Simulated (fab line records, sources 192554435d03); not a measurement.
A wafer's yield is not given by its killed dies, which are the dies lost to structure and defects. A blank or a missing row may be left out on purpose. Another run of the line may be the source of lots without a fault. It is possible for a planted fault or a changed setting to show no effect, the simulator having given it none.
A struck lot beside a sound one | flow n5_finfet | 26 out of 1938 route steps
Sound: wafers L732.1, L732.2, L732.4. Wafers L742.1, L742.5, L742.6 were the ones struck. At the end, the cause is stated.
Each step with rows lists, per side, the tool, then ch with its chambers, then its first start. Under that, the readings that differ: sound wafers | struck wafers | difference of the means | sigmas: that difference in standard deviations of wafers without a fault.
alike: readings whose means differ by less than 2 such deviations, and words and numbers that are the same on both sides. not compared: withheld readings, readings that some wafer has no value for, bounds like >300 that may hide the same value, and numbers for which the record gives no deviation and whose values overlap.
A row with sigmas, a row that says differs or no value, or rows on one side alone: a step with any of these is where the two part. When numbers do not overlap yet have no deviation, they are printed without sigmas and do not part them. Lack of a reading on every wafer of one side parts them only where that side has two or more wafers.

N5_BEOL_M13_SPUTTER_45: material Cu, target thk 80 nm, time 13.33 s.
  sound on pvd_sputter-01, day 13 05:23; struck on pvd_sputter-01, day 16 03:26
  alike: cathode_dc_power_W, throttle_valve_pct
then, 3 steps without rows for these wafers: N5_BEOL_M13_ECD_47 (material Cu, target thk 936 nm); N5_BEOL_M13_ANNEAL_48 (time 90 s); N5_BEOL_M13_CMP_49 (polishes, stops on SiOC, t overpolish 17.1 s, target thk 420 nm).
N5_BEOL_M13_THK_MEAS_50: measures by xrf.
  sound on film_metro-02, day 13 06:15; struck on film_metro-02, day 16 04:34
  reading      | sound       | struck      | difference | sigmas
  M13_THK (nm) | 426 417 411 | 397 402 399 | -19        | -3
then, 1 step without rows for these wafers: N5_BEOL_M13_PRE_CLEAN_52 (time 15 s).
N5_BEOL_M13_DEP_53: deposits SiCN from 3MS/NH3, target thk 50 nm, time 17.8 s.
  sound on pecvd-04 ch 1,2, day 13 06:19; struck on pecvd-04 ch 1,2, day 16 04:38
  alike: chamber_pressure_Torr, showerhead_plenum_p_Torr, throttle_valve_pct
N5_BEOL_M13_RS_MEAS_54: a four-point-probe measurement.
  sound on film_metro-02, day 13 06:23; struck on film_metro-02, day 16 04:42
  reading         | sound                | struck               | difference | sigmas
  M13_RS (ohm/sq) | 0.0431 0.0440 0.0446 | 0.0458 0.0452 0.0457 | +0.0017    | +2
N5_BEOL_M13_INSPECT_55: inspects for defects (darkfield).
  sound on defect_inspect-02, day 13 06:25; struck on defect_inspect-01, day 16 04:43
  alike: raw_defect_count
then, 1 step without rows for these wafers: N5_BEOL_M14_ILD_DEP_00 (deposits SiO2 from TEOS/O2, target thk 1119.3 nm, time 237.4 s).
N5_BEOL_M14_THK_MEAS_01:
  sound on film_metro-01, day 13 06:38; struck on film_metro-02, day 16 05:02
  alike: M14_ILD_THK
then, 1 step without rows for these wafers: N5_BEOL_M14_COAT_58 (time 60 s, resist thk 89 nm).
N5_BEOL_M14_COAT_04: resist thk 800 nm.
  sound on litho_track-04 ch 0, day 13 06:40; struck on litho_track-04 ch 0, day 16 05:04
  reading                                    | sound                | struck               | difference | sigmas
  spin_speed_rpm (rpm)                       | 1703.9 1701.8 1704.3 | 1417.1 1418.5 1418.0 | -285.5     | -99 or more
  model.coat_of_BEOL_M14_COAT_04.thk_nm (nm) | 803.2 801.4 799.6    | 875 877.8 875.8      | +75        |
  alike: resist_line_temp_C
then, 6 steps without rows for these wafers: N5_BEOL_M14_EBR_06; N5_BEOL_M14_SOFTBAKE_05 (time 60 s); N5_BEOL_M14_EXPOSE_07 (exposes mask V13); N5_BEOL_M14_PEB_08 (peb time 90 s); N5_BEOL_M14_DEVELOP_09 (develop time 45 s); N5_BEOL_M14_HARDBAKE_14 (time 120 s).
N5_BEOL_M14_CD_MEAS_10 targets a cd of 250 nm.
  sound on cd_sem-01 ch 0, day 13 06:56; struck on cd_sem-03 ch 0, day 16 05:28
  reading    | sound             | struck            | difference | sigmas
  cd_nm (nm) | 249.3 249.6 251.1 | 244.9 244.3 243.8 | -5.7       | -5
N5_BEOL_M14_OVL_MEAS_11:
  sound on overlay-02 ch 0, day 13 06:58; struck on overlay-02 ch 0, day 16 05:29
  alike: V13_OVL
N5_BEOL_M14_INSPECT_12: inspects for defects (macro).
  sound on defect_inspect-02, day 13 06:59; struck on defect_inspect-02, day 16 05:31
  alike: raw_defect_count
N5_BEOL_M14_DESCUM_15: chemistry O2, time 7.9 s.
  sound on rie_diel-04 ch 0,1,3, day 13 07:02; struck on rie_diel-06 ch 2,3, day 16 05:33
  alike: drypump_motor_current_A, oes_product_au, rf_vpp_V, showerhead_plenum_p_Torr, throttle_valve_pct
  not compared: rf_hours_counter_h
N5_BEOL_M14_ETCH_59: etches BARC in N2/H2, target depth 89 nm, overetch 26.7 nm, time 67.9 s.
  sound on rie_diel-04 ch 0,1,3, day 13 07:04; struck on rie_diel-06 ch 2,3, day 16 05:35
  alike: drypump_motor_current_A, oes_product_au, rf_vpp_V, showerhead_plenum_p_Torr, throttle_valve_pct
  not compared: rf_hours_counter_h
N5_BEOL_M14_VIA_ETCH_16: etches SiO2 in C4F8/O2/Ar, target depth 1231.3 nm.
  sound on rie_diel-04 ch 0,1,3, day 13 07:07; struck on rie_diel-06 ch 2,3, day 16 05:38
  reading                                    | sound             | struck          | difference | sigmas
  model.coat_of_BEOL_M14_COAT_04.thk_nm (nm) | 451.8 451.8 449.8 | 531 532.6 527.2 | +79        |
  alike: drypump_motor_current_A, he_inner_torr, oes_f_703_au, oes_o_777_au, oes_product_au, rf_vpp_V, showerhead_plenum_p_Torr, throttle_valve_pct
N5_BEOL_M14_STRIP_63: strips in O2.
  sound on rie_diel-04 ch 0,1,3; struck on rie_diel-06 ch 2,3
  alike: drypump_motor_current_A, oes_product_au, rf_vpp_V, showerhead_plenum_p_Torr, throttle_valve_pct
  not compared: rf_hours_counter_h

== WHERE THEY PART ==
Earliest at N5_BEOL_M13_THK_MEAS_50; latest, in this record, at N5_BEOL_M14_CD_MEAS_10. Later steps at which nothing parts them and some readings are alike: N5_BEOL_M14_OVL_MEAS_11, N5_BEOL_M14_INSPECT_12, N5_BEOL_M14_DESCUM_15, N5_BEOL_M14_ETCH_59, N5_BEOL_M14_VIA_ETCH_16, N5_BEOL_M14_STRIP_63.

WHY: the cause the simulator had injected
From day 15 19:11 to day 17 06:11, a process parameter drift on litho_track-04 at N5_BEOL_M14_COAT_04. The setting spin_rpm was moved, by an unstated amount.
